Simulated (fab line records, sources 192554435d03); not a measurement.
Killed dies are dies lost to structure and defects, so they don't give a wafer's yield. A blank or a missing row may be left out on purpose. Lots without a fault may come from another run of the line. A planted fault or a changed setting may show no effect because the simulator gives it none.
A struck lot beside a sound one | flow n5_finfet | 37 steps out of a route of 1938
Sound: wafers L533.2, L533.3, L533.6. Struck: wafers L548.2, L548.3, L548.4. The cause comes at the end.
At each step with rows: each side's tool, then ch and its chambers, then its first start. Under that, the readings that differ: sound wafers | struck wafers | difference of the means | sigmas: that difference in standard deviations of wafers without a fault.
alike: readings whose means differ by less than 2 such deviations, and words and numbers that are the same on both sides. not compared: withheld readings, readings that some wafer has no value for, bounds like >300 that may hide the same value, and numbers for which the record gives no deviation and whose values overlap.
The two part at a step that has a row with sigmas, a row that says differs or no value, or rows on one side only. Numbers that don't overlap but have no deviation are shown without sigmas and don't part them. A reading that every wafer of one side lacks parts them only if that side has two wafers or more.

first, 10 steps without rows for these wafers: N5_HKMG_FIN_CMP_94 (polishes, stops on SiNx, t overpolish 4.7 s, target thk 43.299 nm); N5_GATE_CUT_ETCHBACK_00 (etches W in SF6/Cl2); N5_GATE_CUT_ETCH_56 (etches TiN in Cl2/Ar, target depth 21.6 nm); N5_GATE_CUT_ETCHBACK_30 (etches TiN in Cl2/Ar, target depth 3 nm); N5_GATE_CUT_VAPOR_ETCH_60 (etches HfO2 in BCl3/Cl2); N5_GATE_CUT_ETCH_58 (etches SiNx in CH3F/O2, target depth 17 nm, time 128.6 s); N5_GATE_CUT_STRIP_59 (strips in N2/H2, time 20 s); N5_GATE_CUT_PRECLEAN_31 (cleans in DIW, time 300 s); N5_GATE_CUT_SRD_32 (time 30 s); N5_GATE_CUT_SAC_CAP_01 (material SiNx, target thk 24 nm, pulse time 1 s, ald cycles 480).
N5_GATE_CUT_PECVD_57: deposits SiNx from SiH4/NH3/N2, target thk 21 nm.
  sound on pecvd-04 ch 1,2, day 4 21:49; struck on pecvd-04 ch 0,2, day 8 18:08
  reading                | sound          | struck         | difference | sigmas
  throttle_valve_pct (%) | 36.7 37.0 36.7 | 46.1 37.3 45.8 | +6.3       | +2
  alike: heater_power_w, showerhead_plenum_p_Torr, showerhead_vpp_V
then, 25 steps without rows for these wafers: N5_GATE_CUT_CMP_02 (polishes, stops on SiO2, t overpolish 12.7 s, target thk 0 nm); N5_GATE_CUT_HM_DEP_46 (deposits SiO2 from TEOS/O2, target thk 130 nm, time 26.6 s); N5_GATE_CUT_COAT_34 (time 60 s, resist thk 60 nm); N5_GATE_CUT_COAT_35 (time 60 s, resist thk 10 nm); N5_GATE_CUT_COAT_27 (time 60 s, resist thk 10 nm); N5_GATE_CUT_COAT_07 (resist thk 30 nm); N5_GATE_CUT_EBR_09; N5_GATE_CUT_SOFTBAKE_08 (time 60 s); N5_GATE_CUT_EXPOSE_10 (exposes mask GATE CUT, target cd 20 nm); N5_GATE_CUT_PEB_11 (peb time 60 s); N5_GATE_CUT_DEVELOP_12 (develop time 30 s); N5_GATE_CUT_DESCUM_18 (chemistry O2, time 7 s); N5_GATE_CUT_ETCH_28 (etches underlayer in N2/H2, target depth 13 nm, time 10.4 s); N5_GATE_CUT_ETCH_36 (etches SiARC in CF4, target depth 13 nm, time 21.7 s); N5_GATE_CUT_ETCH_37 (etches SOC in N2/H2, target depth 60 nm, overetch 12 nm, time 90 s); N5_GATE_CUT_STRIP_38 (strips in N2/H2); N5_GATE_CUT_STRIP_39 (strips in N2/H2); N5_GATE_CUT_HM_OPEN_40 (chemistry C4F6/O2, target SiO2, target depth 139 nm, time 85.1 s); N5_GATE_CUT_STRIP_41 (strips in CF4); N5_GATE_CUT_STRIP_42 (strips in O2); N5_GATE_CUT_ETCH_19 (etches SiNx in CH3F/O2, target depth 53.7 nm, time 76.7 s); N5_GATE_CUT_CUT_ETCH_53 (etches W in SF6/Cl2, target depth 79.2 nm); N5_GATE_CUT_CUT_ETCH_54 (etches TiN in Cl2/BCl3, target depth 96.7 nm); N5_GATE_CUT_CUT_ETCH_55 (etches HfO2 in BCl3, target depth 3.2 nm); N5_GATE_CUT_ETCH_47 (etches SiO2 in Cl2/BCl3, target depth 10 nm).
-- the record jumps here: 9 days lie between the struck wafers' starts before and after (it left off in module GATE_CUT and takes up again in module PASSIVATION, whose first step shown is number 1936 of the route) --
N5_PASSIVATION_PROBE_49:
  the record has rows for the struck wafers here (prober-02, day 17 11:13) and none for the sound ones

WHERE THEY PART
First at N5_GATE_CUT_PECVD_57; last, within this record, at N5_PASSIVATION_PROBE_49.

WHY: what the simulator had put in
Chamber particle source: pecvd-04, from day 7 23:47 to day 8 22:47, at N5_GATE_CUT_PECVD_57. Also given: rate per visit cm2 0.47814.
